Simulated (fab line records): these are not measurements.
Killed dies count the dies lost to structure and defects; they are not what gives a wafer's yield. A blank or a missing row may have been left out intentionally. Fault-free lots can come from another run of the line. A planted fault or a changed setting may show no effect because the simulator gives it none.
Matching of chambers | flow nand harc | NHARC_A_STAIRCASE_DESCUM_270 on rie diel-06 has 4 sister chambers
The step chemistry O2, time 3 s. 14 wafers are shown with their chamber, then 7 later ones without.

== EACH WAFER AND ITS CHAMBER ==
wafer  | chamber | showerhead plenum p Torr (Torr) | drypump motor current A (A) | oes product au (a.u.)
L075.1 | 2       | 2.07                            | 6.4                         | 0.993
L075.4 | 0       | 1.86                            | 6.1                         | 1.009
L075.5 | 3       | 1.86                            | 6.2                         | 0.998
L084.1 | 3       | 1.85                            | 6.3                         | 0.993
L084.4 | 0       | 1.86                            | 6.1                         | 1.002
L084.5 | 3       | 1.85                            | 6.2                         | 1.001
L086.1 | 0       | 1.85                            | 6.2                         | 1.010
L086.3 | 2       | 2.06                            | 6.4                         | 0.979
L086.4 | 1       | 1.81                            | 5.6                         | 1.029
L089.2 | 0       | 1.85                            | 6.1                         | 0.997
L089.4 | 1       | 1.81                            | 5.5                         | 1.029
L089.5 | 2       | 2.05                            | 6.3                         | 0.996
L090.2 | 2       | 2.05                            | 6.3                         | 0.994
L090.4 | 3       | 1.84                            | 6.2                         | 0.977

SIGNATURES (means of the wafers above)
reading                  | chamber 0 | chamber 1 | chamber 2 | chamber 3 | scatter within a chamber
showerhead plenum p Torr | 1.8550    | 1.8100    | 2.0575    | 1.8500    | 0.00758
drypump motor current A  | 6.125     | 5.550     | 6.350     | 6.225     | 0.0548
oes product au           | 1.00450   | 1.02900   | 0.99050   | 0.99225   | 0.00798
Rule: a wafer's distance from a chamber is the root of the sum, over the readings, of the square of ((its reading less the chamber's mean) divided by the reading's scatter). The wafer belongs to the nearest chamber; if the next one is less than 2 further off, it can't be placed. The scatter is the square root of a quotient: the sum, over the shown wafers, of each reading's squared deviation from its chamber's mean, divided by wafers minus chambers.

== WAFERS WHOSE CHAMBER IS MISSING ==
wafer  | showerhead plenum p Torr (Torr) | drypump motor current A (A) | oes product au (a.u.)
L090.5 | 1.85                            | 6.1                         | 1.004
L094.1 | 1.84                            | 6.2                         | 0.983
L094.2 | 2.05                            | 6.4                         | 0.992
L094.3 | 1.84                            | 6.1                         | 0.992
L097.1 | 1.80                            | 5.6                         | 1.038
L097.3 | 1.84                            | 6.1                         | 1.001
L097.5 | 1.80                            | 5.5                         | 1.031

== THE CHAMBER EACH PASSED THROUGH ==
wafer  | from the rows above     | in truth
L090.5 | can't be placed: 0 or 3 | 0
L094.1 | can't be placed: 3 or 0 | 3
L094.2 | 2                       | 2
L094.3 | can't be placed: 0 or 3 | 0
L097.1 | 1                       | 1
L097.3 | can't be placed: 0 or 3 | 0
L097.5 | 1                       | 1
Placed correctly: 3 of 7. From these rows, 4 cannot be placed; in 4 the true chamber is one of the candidates. Wrongly placed: 0.
